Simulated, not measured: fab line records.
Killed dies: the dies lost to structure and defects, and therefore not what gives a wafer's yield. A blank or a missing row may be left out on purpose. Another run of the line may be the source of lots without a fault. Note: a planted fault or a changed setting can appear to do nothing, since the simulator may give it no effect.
fab line records	flow nandHarc
[record] lots = 6	wafers = 18	lastDay = 33
route steps=1302 shown P_GATE@155
lots untouched by any fault: they come from a run of this same line in which no faults occurred
startH: the number of hours between the record's first day and the start of the first shown wafer of the lot	waitH: hours elapsed since this lot's preceding step	" same as the row above	L1.1+2: one row covering several wafers at once	- value missing, or start not given	* or withheld: withheld	< > ~ a bound
route shown NAME@n: a module of which the file shows steps, and the number in the route of the first	usual: average and standard deviation across the fault-free wafers	same: alike in all rows	chamber/n: place in a boat	sites: per-site readings	_std_site: standard deviation of those values	_edge_site: outer sites' mean less inner sites'	radiusMm: how far each site lies from the wafer's centre	mask NAME#n: copy n	behind: the most recent tool/chamber to have shaped the wafer	hold: the reason the lot was held/the length of the hold in hours/how it ended	device: transistor that didn't switch, given as n, p or np	end of line: tests of these same wafers at the route's end	step lacking rows: just its recipe	killed: the dies lost at the first sort to structure and to defects; this is not the yield of the wafer	map: per-die view of a wafer (x killed, . not killed, _ where there is no die)
set.NAME: setting as actually run; set.NAME@STEP: the setting as run at that earlier step	model.NAME: the simulator's own value behind a step, which no gauge read
lots seen at some steps along the route; tables by step, rows by wafer
services: from which hour (startH, from the record's first day; less than 0 if before it) a tool's chamber was out of use, for how many hours, and why
[[steps]]
[step NHARC_P_GATE_ALD_36]
[recipe] targetThkA = 200	pulseTimeS = 60	aldCycles = 223	tempC = 400	material = SiNx
[usual] heaterPowerW = 852/100	precursorPulseHeightRel = 1.001/0.022
lot.wafer	tool	chamber	startH	waitH	heaterPowerW	precursorPulseHeightRel
L706.2	aldSin-03	0	108.45	-	849	1.035
L706.1	"	1	109.52	-	771	1.025
L706.6	"	1	113.79	-	753	1.026
L710.2	aldSin-01	1	148.98	-	785	1.033
L710.1	"	3	151.79	-	748	1.011
L710.6	"	3	155.99	-	742	0.947
L718.3	aldSin-01	3	248.12	-	774	1.022
L718.6	"	1	250.21	-	788	1.008
L718.5	"	2	251.26	-	711	1.001
L724.3	aldSin-03	1	288.86	-	747	1.028
L724.2	"	2	289.91	-	1005	1.000
L724.6	"	2	294.14	-	966	0.984
L726.2	aldSin-04	3	308.47	-	1040	1.005
L726.4	"	1	310.58	-	894	0.981
L726.6	"	2	311.64	-	781	0.977
L728.2	aldSin-01	3	329.43	-	767	1.017
L728.3	"	1	331.59	-	822	1.006
L728.6	"	3	333.74	-	789	0.971
[step NHARC_P_GATE_ETCHBACK_37]
[recipe] targetDepthA = 345	timeS = 17.2	chf3FlowSccm = 50	o2FlowSccm = 10	arFlowSccm = 200	rfW = 500	biasW = 200	chemistry = CHF3/O2
[usual] biasW = 200.0/0.62	drypumpMotorCurrentA = 6.0/0.47	oesProductAu = 0.95/0.032	rfVppV = 371.1/2.1	showerheadPlenumPTorr = 2.42/0.089	throttleValvePct = 20.571/0.0092
lot.wafer	tool	chamber	startH	waitH	biasW	drypumpMotorCurrentA	oesProductAu	rfHoursCounterH	rfVppV	showerheadPlenumPTorr	throttleValvePct
L706.1	rieDiel-03	1	-	-	200.5	6.7	0.99	0	371.0	2.41	20.575
L706.2	"	2	"	"	199.9	5.6	1.00	0	368.7	2.27	20.557
L706.6	"	0	"	"	200.9	6.0	0.99	-	371.0	2.39	20.599
L710.1	rieDiel-07	1	-	-	200.1	6.5	0.92	2	374.0	2.54	20.570
L710.2	"	2	"	"	199.9	5.7	0.92	1	373.0	2.46	20.572
L710.6	"	1	"	"	200.1	6.5	0.92	-	372.5	2.54	20.575
L718.3	rieDiel-03	0	-	-	200.3	6.0	0.91	10	371.1	2.38	20.562
L718.5	"	3	"	"	200.0	6.0	0.93	-	366.7	2.26	20.572
L718.6	"	0	"	"	199.2	6.0	0.93	-	369.8	2.38	20.569
L724.2	rieDiel-12	1	-	-	201.3	6.2	0.93	2	372.7	2.45	20.574
L724.3	"	2	"	"	200.6	6.5	0.92	2	373.4	2.54	20.571
L724.6	"	0	"	"	201.5	4.8	0.93	-	371.2	2.38	20.571
L726.2	rieDiel-03	3	-	-	200.0	6.0	0.92	2	368.4	2.26	20.565
L726.4	"	0	"	"	199.6	6.0	0.91	2	371.4	2.38	20.571
L726.6	"	0	"	"	199.4	6.0	0.92	-	370.3	2.38	20.576
L728.2	rieDiel-03	1	-	-	199.9	6.7	0.93	2	370.1	2.40	20.575
L728.3	"	3	"	"	199.9	6.0	0.92	3	368.8	2.26	20.556
L728.6	"	1	"	"	199.1	6.7	0.91	-	370.4	2.40	20.582
[step NHARC_P_GATE_STRIP_101]
[recipe] timeS = 20	o2FlowSccm = 500	arFlowSccm = 0	biasW = 0	chemistry = O2
[usual] drypumpMotorCurrentA = 6.1/0.48	oesProductAu = 1.000/0.0066	rfVppV = 57.8/0.91	showerheadPlenumPTorr = 3.56/0.13	throttleValvePct = 17.036/0.0093
[same] biasW = 0
lot.wafer	tool	chamber	startH	waitH	drypumpMotorCurrentA	oesProductAu	rfHoursCounterH	rfVppV	showerheadPlenumPTorr	throttleValvePct
L706.2	rieDiel-03	2	118.15	0.1	5.7	1.010	0	57.0	3.35	17.047
L706.1	"	0	"	"	6.0	1.011	0	56.7	3.51	17.027
L706.6	"	0	"	"	6.1	0.991	-	58.8	3.51	17.042
L710.1	rieDiel-07	3	160.66	0.1	5.9	0.993	1	57.6	3.59	17.049
L710.2	"	0	"	"	6.4	1.004	2	58.3	3.69	17.049
L710.6	"	2	"	"	5.7	0.998	-	57.6	3.61	17.017
L718.3	rieDiel-03	1	255.58	0.1	6.8	1.002	9	57.1	3.53	17.027
L718.5	"	3	"	"	6.0	0.997	-	56.6	3.33	17.033
L718.6	"	0	"	"	6.0	1.002	-	57.2	3.50	17.039
L724.2	rieDiel-12	1	298.46	0.1	6.2	0.998	2	56.8	3.59	17.044
L724.3	"	0	"	"	4.7	1.004	2	56.1	3.49	17.039
L724.6	"	1	"	"	6.2	1.001	-	57.5	3.59	17.039
L726.4	rieDiel-03	0	317.02	0.1	6.0	0.994	2	57.2	3.50	17.024
L726.2	"	2	"	"	5.7	0.992	2	56.2	3.34	17.027
L726.6	"	1	"	"	6.8	0.985	-	58.6	3.53	17.030
L728.2	rieDiel-03	3	338.09	0.1	6.0	0.991	3	56.8	3.32	17.042
L728.3	"	0	"	"	6.0	1.006	3	58.7	3.50	17.039
L728.6	"	1	"	"	6.6	0.998	-	57.8	3.53	17.046
[step NHARC_P_GATE_PRECLEAN_97]
[recipe] timeS = 600	tempC = 120	chemistry = SPM
[step NHARC_P_GATE_SRD_98]
[step NHARC_P_GATE_PRECLEAN_99]
[recipe] timeS = *	tempC = 50	bathAgeMin = 0	chemistry = SC1
[step NHARC_P_GATE_SRD_100]
[step NHARC_P_GATE_DEHYDRATE_38]
[recipe] tempC = 150	timeS = 120
[step NHARC_P_GATE_HMDS_39]
[recipe] timeS = 30
[step NHARC_P_GATE_COAT_40]
[recipe] spinRpm = 3000
[step NHARC_P_GATE_SOFTBAKE_41]
[recipe] tempC = 122	timeS = 95
[step NHARC_P_GATE_EBR_42]
[step NHARC_P_GATE_EXPOSE_43]
[recipe] na = 0.6	targetCdNm = 720	doseMj = 14.81	maskId = P_NSD
[usual] exposureDoseMJCm2 = 14.816/0.014
lot.wafer	tool	chamber	startH	waitH	mask	exposureDoseMJCm2
L706.1	krfScanner-03	0	118.91	-	P_NSD#0	14.792
L706.2	"	0	"	"	P_NSD#0	14.817
L706.6	"	0	"	"	P_NSD#0	14.802
L710.1	krfScanner-04	0	161.29	-	P_NSD#0	14.828
L710.2	"	0	"	"	P_NSD#0	14.832
L710.6	"	0	"	"	P_NSD#0	14.801
L718.3	krfScanner-02	0	256.35	-	P_NSD#0	14.797
L718.5	"	0	"	"	P_NSD#0	14.807
L718.6	"	0	"	"	P_NSD#0	14.797
L724.2	krfScanner-03	0	299.23	-	P_NSD#0	12.505
L724.3	"	0	"	"	P_NSD#0	12.480
L724.6	"	0	"	"	P_NSD#0	12.489
L726.2	krfScanner-03	0	317.79	-	P_NSD#0	12.486
L726.4	"	0	"	"	P_NSD#0	12.486
L726.6	"	0	"	"	P_NSD#0	12.490
L728.2	krfScanner-02	0	338.73	-	P_NSD#0	14.809
L728.3	"	0	"	"	P_NSD#0	14.810
L728.6	"	0	"	"	P_NSD#0	14.828
[step NHARC_P_GATE_PEB_44]
[recipe] pebTempC = 118	pebTimeS = 85
[step NHARC_P_GATE_DEVELOP_45]
[recipe] timeS = 70
[step NHARC_P_GATE_CD_MEAS_46]
[recipe] targetCdNm = 720	landingEnergyEv = 500
[usual] cdNm = 719.6/1.1
lot.wafer	tool	chamber	startH	waitH	cdNm
L706.1	cdSem-01	0	119.07	-	720.5
L706.2	"	0	"	"	720.5
L706.6	"	0	"	"	719.8
L710.1	cdSem-01	0	161.45	-	719.9
L710.2	"	0	"	"	720.6
L710.6	"	0	"	"	719.5
L718.3	cdSem-03	0	256.50	-	718.1
L718.5	"	0	"	"	719.9
L718.6	"	0	"	"	720.1
L724.2	cdSem-03	0	299.38	-	688.9
L724.3	"	0	"	"	689.5
L724.6	"	0	"	"	688.8
L726.2	cdSem-01	0	317.94	-	690.0
L726.4	"	0	"	"	691.9
L726.6	"	0	"	"	690.5
L728.2	cdSem-02	0	338.88	-	719.2
L728.3	"	0	"	"	719.0
L728.6	"	0	"	"	720.0
[step NHARC_P_GATE_HARDBAKE_47]
[recipe] tempC = 125	timeS = 80
[step NHARC_P_GATE_DESCUM_48]
[recipe] timeS = 3	o2FlowSccm = 200	arFlowSccm = 0	biasPowerW = 0	chemistry = O2
[usual] drypumpMotorCurrentA = 6.0/0.47	oesProductAu = 1.003/0.0069	rfVppV = 57.8/0.84	showerheadPlenumPTorr = 1.94/0.07	throttleValvePct = 11.312/0.009
lot.wafer	tool	chamber	startH	waitH	drypumpMotorCurrentA	oesProductAu	rfHoursCounterH	rfVppV	showerheadPlenumPTorr	throttleValvePct	model.P_GATE.cdNm
L706.1	rieDiel-12	0	119.23	-	4.8	1.015	2	58.2	1.90	11.303	720.7
L706.2	"	3	"	"	5.9	1.010	2	57.8	1.91	11.317	720.7
L706.6	"	0	"	"	4.7	1.020	-	56.3	1.90	11.318	719.8
L710.2	rieDiel-07	2	161.62	-	5.7	0.997	1	59.8	1.96	11.286	720.2
L710.1	"	3	"	"	5.9	1.004	1	58.0	1.95	11.331	719.5
L710.6	"	1	"	"	6.5	1.000	-	58.1	2.03	11.327	718.8
L718.3	rieDiel-03	0	256.66	-	6.0	1.001	10	57.9	1.90	11.319	718.1
L718.5	"	0	"	"	6.0	1.000	-	56.7	1.90	11.305	719.5
L718.6	"	1	"	"	6.8	1.001	-	58.0	1.91	11.314	719.9
L724.3	rieDiel-03	3	299.56	-	6.0	0.993	1	57.1	1.79	11.313	689.7
L724.2	"	0	"	"	6.0	1.018	1	56.0	1.90	11.314	689
L724.6	"	1	"	"	6.7	0.995	-	58.6	1.91	11.301	689.3
L726.2	rieDiel-07	2	318.10	-	5.7	0.998	0	57.7	1.96	11.318	690.5
L726.4	"	0	"	"	6.4	0.993	1	58.2	2.01	11.320	691.9
L726.6	"	2	"	"	5.7	0.992	-	56.9	1.96	11.325	691
L728.2	rieDiel-12	1	339.16	-	6.2	1.011	6	57.3	1.95	11.314	719
L728.3	"	2	"	"	6.5	0.997	6	56.8	2.03	11.313	719.2
L728.6	"	1	"	"	6.2	1.006	-	57.6	1.95	11.292	720.3
[step NHARC_P_GATE_IMPLANT_49]
[recipe] energyKev = 30	doseCm2 = 3e+15	tiltDeg = 7
[[services]]
tool	chamber	startH	hours	kind
rieDiel-12	-	91.40	9.0	pm
rieDiel-07	0	101.16	8.5	repair
rieDiel-03	-	104.30	9.0	pm
rieDiel-12	1	106.97	8.4	repair
rieDiel-07	3	110.31	12.4	repair
aldSin-01	0	116.59	2.5	repair
rieDiel-07	-	117.20	9.0	pm
rieDiel-03	3	130.39	3.5	repair
krfScanner-03	-	138.16	36.7	repair
rieDiel-07	3	143.69	3.9	repair
aldSin-01	0	147.52	5.9	repair
rieDiel-03	1	149.36	15.5	repair
rieDiel-12	0	154.96	13.8	repair
rieDiel-12	1	190.87	25.7	repair
aldSin-01	-	217.08	10.0	pm
krfScanner-03	-	224.00	4.0	pm
rieDiel-12	-	268.40	9.0	pm
rieDiel-03	-	281.30	9.0	pm
rieDiel-07	-	294.20	9.0	pm
rieDiel-12	-	303.82	0.9	repair
rieDiel-07	2	306.39	11.2	repair
rieDiel-03	1	321.44	3.8	repair
rieDiel-07	2	323.13	7.8	repair
rieDiel-07	-	330.06	0.1	repair
[[key]]
[firstSign] step = NHARC_P_GATE_EXPOSE_43	reading = exposureDoseMJCm2	direction = down	sigmas = 99+	usual = 14.816	struck = 12.489
[effect] step = NHARC_P_GATE_CD_MEAS_46	reading = cdNm	direction = down	sigmas = 26	usual = 719.6	struck = 690.0
[modelEffect] step = NHARC_P_GATE_DESCUM_48	value = P_GATE.cdNm	without = 719.6	struck = 690.2
metAt NHARC_P_GATE_EXPOSE_43
struckWafers L724.2,L724.3,L724.6,L726.2,L726.4,L726.6
testerLeftOut L724,L726
onsetBetween 118.91 299.23
[fault] kind = processParameterDrift	tool = krfScanner-03	chamber = -	onsetH = 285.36	steps = NHARC_P_GATE_EXPOSE_43	channel = doseMj	offset = -2.3362	shape = step	actsIn = theseRecipesOnly	stated = 14.81
// testerLeftOut: of these lots the tester's yield and bins aren't shown, on N5 and GAA mostly nor the transistor test; their killed dies are dies lost to structure and defects alone, not to doping, threshold or leakage, so they don't give the yield
